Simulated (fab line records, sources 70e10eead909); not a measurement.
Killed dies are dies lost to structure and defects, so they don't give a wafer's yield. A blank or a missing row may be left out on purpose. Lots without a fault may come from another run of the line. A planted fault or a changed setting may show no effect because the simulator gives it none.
Which tool did it? | flow nand_harc | 19 lots, 57 wafers sampled, at 4 steps of a route of 1159

WHAT THE GAUGES READ, wafer by wafer
NHARC_A_CONTACT_OVL_MEAS_09.
lot  | measured     | on         | overlay_x_nm (nm) | overlay_y_nm (nm)
L074 | day 16 16:25 | overlay-01 | -0.9 -1.2 -0.8    | 1.0 1.6 1.6
L077 | day 17 05:51 | overlay-02 | 0.2 0.2 -0.1      | -0.9 -0.8 -0.7
L078 | day 17 20:37 | overlay-02 | -0.8 -0.2 -0.2    | -0.7 -1.3 -1.3
L076 | day 18 01:35 | overlay-01 | -0.2 0.4 0.3      | -0.6 -1.0 -0.5
L079 | day 18 14:19 | overlay-02 | -0.5 -0.8 -0.3    | 0.5 0.9 1.3
L080 | day 18 15:44 | overlay-01 | -1.0 -1.0 -0.7    | -0.6 -0.3 -0.7
L081 | day 18 19:30 | overlay-01 | 0.7 0.5 0.2       | -0.6 -0.7 -0.5
L082 | day 19 03:40 | overlay-01 | -1.1 -1.5 -1.4    | -0.1 0.1 -0.4
L083 | day 19 03:59 | overlay-02 | 1.0 0.5 1.2       | -1.4 -1.0 -1.6
L084 | day 19 07:46 | overlay-01 | 0.5 0.1 0.3       | 0.3 0.4 0.7
L087 | day 19 20:46 | overlay-01 | 1.8 2.2 1.6       | -1.2 -1.4 -1.2
L086 | day 20 01:53 | overlay-02 | -1.3 -1.0 -1.1    | 1.7 1.6 2.3
L088 | day 20 20:54 | overlay-02 | -1.7 -1.8 -1.2    | -0.5 -0.1 -0.5
L093 | day 20 21:44 | overlay-01 | 0.6 0.3 0.2       | 1.2 1.2 0.5
L089 | day 21 00:54 | overlay-02 | 0.8 0.8 0.3       | 1.2 1.4 1.3
L091 | day 21 05:47 | overlay-02 | -0.9 -0.4 -0.4    | -1.8 -1.5 -1.7
L092 | day 21 11:14 | overlay-01 | 0.4 1.1 0.6       | -0.9 -0.9 -1.1
L096 | day 22 03:48 | overlay-02 | -0.5 0.1 0.5      | 1.6 1.3 1.8
L097 | day 22 05:04 | overlay-02 | 0.7 0.2 0.4       | 0.6 0.8 0.8

WHICH TOOL RAN EACH LOT (tool, then ch and the chambers of the sampled wafers, then the start)
lot  | NHARC_A_CONTACT_ETCH_117             | NHARC_A_CONTACT_DESCUM_74          | NHARC_A_CONTACT_ETCH_75
L074 | har_cap_etch-02 ch 0,1, day 16 04:40 | rie_diel-03 ch 0,3, day 16 10:06   | rie_diel-03 ch 0,2, day 16 10:13
L077 | har_cap_etch-02 ch 0,1, day 16 16:30 | rie_diel-03 ch 2,3, day 16 22:10   | rie_diel-03 ch 0,1,3, day 16 22:14
L078 | har_cap_etch-01 ch 0,1, day 17 06:53 | rie_diel-12 ch 0,3, day 17 13:36   | rie_diel-12 ch 0,1,2, day 17 13:40
L076 | har_cap_etch-01 ch 0, day 17 10:50   | rie_diel-12 ch 0,1,3, day 17 17:02 | rie_diel-12 ch 1,3, day 17 17:23
L079 | har_cap_etch-01 ch 0,1, day 17 21:54 | rie_diel-03 ch 0,3, day 18 04:38   | rie_diel-03 ch 0,1,3, day 18 04:46
L080 | har_cap_etch-03 ch 0,1, day 18 00:11 | rie_diel-11 ch 1,2,3, day 18 06:18 | rie_diel-11 ch 0,2,3, day 18 06:23
L081 | har_cap_etch-02 ch 0,1, day 18 02:58 | rie_diel-11 ch 0,1,3, day 18 11:10 | rie_diel-11 ch 0,1,3, day 18 11:15
L082 | har_cap_etch-03 ch 0,1, day 18 15:58 | rie_diel-11 ch 0,3, day 18 21:10   | rie_diel-11 ch 0,3, day 18 21:16
L083 | har_cap_etch-02 ch 0,1, day 18 16:22 | rie_diel-03 ch 0,2,3, day 18 21:22 | rie_diel-03 ch 0,2,3, day 18 21:27
L084 | har_cap_etch-03 ch 0,1, day 18 20:24 | rie_diel-03 ch 0,1,2, day 19 01:22 | rie_diel-03 ch 0,2,3, day 19 01:28
L087 | har_cap_etch-01 ch 0,1, day 19 07:50 | rie_diel-11 ch 0,1,2, day 19 13:07 | rie_diel-11 ch 0,1,3, day 19 13:12
L086 | har_cap_etch-01 ch 0,1, day 19 14:20 | rie_diel-12 ch 0,1,3, day 19 19:35 | rie_diel-12 ch 0,1, day 19 19:40
L088 | har_cap_etch-02 ch 0,1, day 20 05:59 | rie_diel-03 ch 1,2,3, day 20 13:35 | rie_diel-03 ch 0,1,3, day 20 13:40
L093 | har_cap_etch-03 ch 0,1, day 20 08:03 | rie_diel-11 ch 2,3, day 20 14:07   | rie_diel-11 ch 0,1,2, day 20 14:13
L089 | har_cap_etch-02 ch 0,1, day 20 13:26 | rie_diel-12 ch 0,1,3, day 20 18:45 | rie_diel-12 ch 1,3, day 20 18:50
L091 | har_cap_etch-03 ch 0,1, day 20 13:49 | rie_diel-03 ch 0,1, day 20 20:47   | rie_diel-03 ch 0,3, day 20 20:53
L092 | har_cap_etch-02 ch 0,1, day 20 21:29 | rie_diel-12 ch 1,2,3, day 21 02:51 | rie_diel-12 ch 0,2,3, day 21 02:56
L096 | har_cap_etch-02 ch 0,1, day 21 14:37 | rie_diel-12 ch 0,2,3, day 21 20:34 | rie_diel-12 ch 1,2, day 21 20:38
L097 | har_cap_etch-01 ch 1, day 21 17:14   | rie_diel-11 ch 1,2, day 21 22:12   | rie_diel-11 ch 0,1,3, day 21 22:20
- NHARC_A_CONTACT_ETCH_117: etches the open film in C4F8/O2/Ar, time 94 s, target depth 922 nm.
- NHARC_A_CONTACT_DESCUM_74: chemistry O2, time 3 s.
- NHARC_A_CONTACT_ETCH_75: etches the open film in CF4, target depth 39 nm, time 65 s.

WHAT THE TOOLS THEMSELVES READ (means of the sampled wafers that have a number; where no wafer has one, the mark that the record gives instead)
NHARC_A_CONTACT_ETCH_117.
lot  | tool            | chamber_pressure_mTorr (mTorr) | oes_air_line_au (a.u.)
L074 | har_cap_etch-02 | 19.996                         | 1.002
L077 | har_cap_etch-02 | 19.981                         | 1.021
L078 | har_cap_etch-01 | 20.004                         | 1.021
L076 | har_cap_etch-01 | 19.993                         | 0.999
L079 | har_cap_etch-01 | 19.995                         | 1.030
L080 | har_cap_etch-03 | 20.004                         | 0.997
L081 | har_cap_etch-02 | 20.010                         | 0.991
L082 | har_cap_etch-03 | 20.001                         | 1.036
L083 | har_cap_etch-02 | 19.995                         | 1.000
L084 | har_cap_etch-03 | 19.993                         | 0.990
L087 | har_cap_etch-01 | 19.981                         | 1.001
L086 | har_cap_etch-01 | 20.012                         | 0.993
L088 | har_cap_etch-02 | 19.992                         | 0.979
L093 | har_cap_etch-03 | 20.014                         | 1.006
L089 | har_cap_etch-02 | 19.982                         | 1.004
L091 | har_cap_etch-03 | 20.010                         | 0.994
L092 | har_cap_etch-02 | 19.989                         | 0.989
L096 | har_cap_etch-02 | 19.999                         | 1.013
L097 | har_cap_etch-01 | 20.005                         | 0.993

NHARC_A_CONTACT_DESCUM_74.
lot  | tool        | chamber_pressure_mTorr (mTorr) | drypump_motor_current_A (A) | oes_product_au (a.u.) | rf_vpp_V (V) | showerhead_plenum_p_Torr (Torr) | throttle_valve_pct (%)
L074 | rie_diel-03 | 59.95                          | 6.4                         | 0.987                 | 57.7         | 1.87                            | 11.312
L077 | rie_diel-03 | 59.95                          | 6.3                         | 0.987                 | 57.8         | 1.90                            | 11.306
L078 | rie_diel-12 | 60.02                          | 5.7                         | 0.998                 | 57.7         | 1.97                            | 11.304
L076 | rie_diel-12 | 60.02                          | 5.9                         | 0.990                 | 57.9         | 2.00                            | 11.310
L079 | rie_diel-03 | 60.07                          | 6.2                         | 1.000                 | 57.5         | 1.88                            | 11.314
L080 | rie_diel-11 | 59.98                          | 6.1                         | 1.016                 | 57.9         | 1.95                            | 11.322
L081 | rie_diel-11 | 59.96                          | 6.0                         | 1.002                 | 57.9         | 1.87                            | 11.309
L082 | rie_diel-11 | 59.99                          | 6.3                         | 1.009                 | 57.4         | 1.79                            | 11.312
L083 | rie_diel-03 | 59.97                          | 6.0                         | 0.997                 | 57.4         | 1.92                            | 11.314
L084 | rie_diel-03 | 60.03                          | 5.9                         | 0.999                 | 56.6         | 1.89                            | 11.312
L087 | rie_diel-11 | 59.99                          | 5.9                         | 1.013                 | 58.8         | 1.96                            | 11.319
L086 | rie_diel-12 | 59.96                          | 5.8                         | 0.999                 | 57.9         | 1.99                            | 11.313
L088 | rie_diel-03 | 59.95                          | 6.1                         | 1.003                 | 57.5         | 1.88                            | 11.297
L093 | rie_diel-11 | 59.95                          | 6.4                         | 1.017                 | 57.5         | 1.86                            | 11.306
L089 | rie_diel-12 | 60.01                          | 5.8                         | 0.997                 | 58.6         | 1.99                            | 11.309
L091 | rie_diel-03 | 59.96                          | 6.0                         | 1.006                 | 57.9         | 1.82                            | 11.319
L092 | rie_diel-12 | 60.01                          | 5.6                         | 1.007                 | 58.0         | 1.93                            | 11.315
L096 | rie_diel-12 | 59.98                          | 5.7                         | 1.011                 | 58.5         | 1.91                            | 11.307
L097 | rie_diel-11 | 59.98                          | 5.8                         | 1.022                 | 58.5         | 2.03                            | 11.312

NHARC_A_CONTACT_ETCH_75.
lot  | tool        | cf4_flow_sccm (sccm) | chamber_pressure_mTorr (mTorr) | drypump_motor_current_A (A) | oes_product_au (a.u.) | rf_fwd_power_W (W) | rf_vpp_V (V) | showerhead_plenum_p_Torr (Torr) | throttle_valve_pct (%)
L074 | rie_diel-03 | 149.2                | 50.01                          | 5.8                         | 1.015                 | 297.1              | 150.1        | 1.78                            | 13.281
L077 | rie_diel-03 | 150.1                | 50.00                          | 6.2                         | 0.997                 | 297.6              | 149.8        | 1.71                            | 13.281
L078 | rie_diel-12 | 149.4                | 49.99                          | 5.8                         | 1.002                 | 297.3              | 150.1        | 1.80                            | 13.294
L076 | rie_diel-12 | 150.1                | 49.98                          | 5.6                         | 1.002                 | 297.3              | 151.9        | 1.84                            | 13.284
L079 | rie_diel-03 | 149.8                | 50.01                          | 6.2                         | 0.997                 | 297.8              | 150.2        | 1.71                            | 13.286
L080 | rie_diel-11 | 150.2                | 50.00                          | 6.1                         | 0.997                 | 297.0              | 150.7        | 1.74                            | 13.280
L081 | rie_diel-11 | 149.9                | 50.01                          | 6.0                         | 1.001                 | 297.6              | 150.8        | 1.74                            | 13.276
L082 | rie_diel-11 | 150.2                | 50.02                          | 6.3                         | 1.000                 | 297.6              | 149.8        | 1.66                            | 13.276
L083 | rie_diel-03 | 150.3                | 49.99                          | 6.0                         | 0.996                 | 298.0              | 150.9        | 1.77                            | 13.276
L084 | rie_diel-03 | 150.0                | 50.01                          | 6.1                         | 1.000                 | 297.1              | 152.0        | 1.77                            | 13.284
L087 | rie_diel-11 | 149.8                | 49.98                          | 6.0                         | 1.009                 | 297.1              | 151.1        | 1.73                            | 13.286
L086 | rie_diel-12 | 149.3                | 49.98                          | 6.0                         | 1.000                 | 296.5              | 152.8        | 1.84                            | 13.282
L088 | rie_diel-03 | 149.9                | 50.03                          | 6.2                         | 1.002                 | 296.8              | 149.7        | 1.70                            | 13.284
L093 | rie_diel-11 | 149.6                | 50.02                          | 5.9                         | 1.014                 | 296.8              | 151.8        | 1.81                            | 13.281
L089 | rie_diel-12 | 149.7                | 49.99                          | 5.7                         | 0.999                 | 297.3              | 152.5        | 1.83                            | 13.279
L091 | rie_diel-03 | 150.1                | 49.99                          | 6.2                         | 1.010                 | 297.8              | 150.4        | 1.74                            | 13.282
L092 | rie_diel-12 | 149.3                | 50.00                          | 5.6                         | 1.013                 | 297.5              | 151.2        | 1.76                            | 13.286
L096 | rie_diel-12 | 150.1                | 50.01                          | 5.7                         | 0.995                 | 296.4              | 151.6        | 1.81                            | 13.282
L097 | rie_diel-11 | 149.7                | 49.95                          | 6.0                         | 1.016                 | 297.8              | 150.5        | 1.73                            | 13.276

THE ANSWER, worked out from the rows above alone
Rule: what is usual is taken from the lots themselves. Put in order of their means at a reading, lots are off if they are a third of the lots or fewer, leave a main group of 4 or more, and stand apart from it by a gap of 3 or more times the standard deviation of the main group's means; of several such gaps the widest counts. A main group whose means are all the same, to the digits that the tables above print for the reading, isn't used. A lot without any number at a reading at which 4 lots or more have one is off too. The other lots that the step has rows for count as sound. The gauges are gone through in route order, then the tools' own readings, and for those a lot's mean is taken as printed above. The first step at which some lot is off is used, and at that step the reading that is off furthest; a lot without a number counts as furthest.
No lot is off at any reading shown: from this, nothing can be told.

WHAT THE SIMULATOR HAD PUT IN
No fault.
